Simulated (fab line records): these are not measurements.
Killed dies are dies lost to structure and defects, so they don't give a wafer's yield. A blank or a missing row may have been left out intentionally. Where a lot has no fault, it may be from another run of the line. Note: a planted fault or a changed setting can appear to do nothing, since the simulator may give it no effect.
Chamber matching	flow n5-finfet	4 sister chambers for N5_BEOL_M11_ETCH_62 on rie-diel-04
The step etches SOC in N2/H2, target depth 110 nm, overetch 22 nm, time 165 s. 14 wafers are shown with their chamber, then 7 later ones without.

WAFERS, EACH WITH ITS CHAMBER
wafer	chamber	drypump-motor-current-A (A)	showerhead-plenum-p-Torr (Torr)	rf-vpp-V (V)
L075.1	2	5.3	2.66	525.1
L075.2	1	6.3	2.40	518.9
L075.6	3	5.7	2.50	523.2
L080.2	1	6.3	2.72	528.8
L080.4	0	5.8	2.49	522.3
L080.5	1	6.2	2.72	529.5
L085.1	3	5.7	2.49	522.2
L085.4	1	6.3	2.71	528.6
L085.6	1	6.3	2.71	529.2
L087.1	0	5.8	2.48	522.5
L087.2	1	6.3	2.71	528.1
L087.5	0	5.8	2.48	521.1
L086.2	1	6.3	2.71	528.5
L086.4	0	5.8	2.48	520.8

SIGNATURES (means of the wafers above)
reading	chamber 0	chamber 1	chamber 2	chamber 3	scatter within a chamber
drypump-motor-current-A	5.800	6.286	5.300	5.700	0.0293
showerhead-plenum-p-Torr	2.4825	2.6686	2.6600	2.4950	0.0919
rf-vpp-V	521.675	527.371	525.100	522.700	2.96
Rule: distance of a wafer from a chamber = root of the sum over the readings of ((wafer's reading minus chamber's mean) / reading's scatter) squared. If the next closest chamber is less than 2 further off than the closest, the wafer can't be placed; otherwise it belongs to the closest. The scatter: the root of (the sum of the squares of (reading less its chamber's mean) over the shown wafers, divided by (wafers less chambers)).

WAFERS MISSING THEIR CHAMBER
wafer	drypump-motor-current-A (A)	showerhead-plenum-p-Torr (Torr)	rf-vpp-V (V)
L086.5	6.3	2.71	527.1
L076.3	6.3	2.71	527.2
L076.4	5.3	2.64	525.3
L076.6	6.2	2.71	529.5
L092.1	6.3	2.70	528.3
L092.2	5.2	2.63	526.0
L092.4	5.6	2.49	522.6

THE CHAMBER EACH PASSED THROUGH
wafer	from the rows above	in truth
L086.5	1	1
L076.3	1	1
L076.4	2	2
L076.6	1	1
L092.1	1	1
L092.2	2	2
L092.4	3	3
7 of 7 placed correctly. Number that these rows cannot place: 0. Placed wrongly: 0.
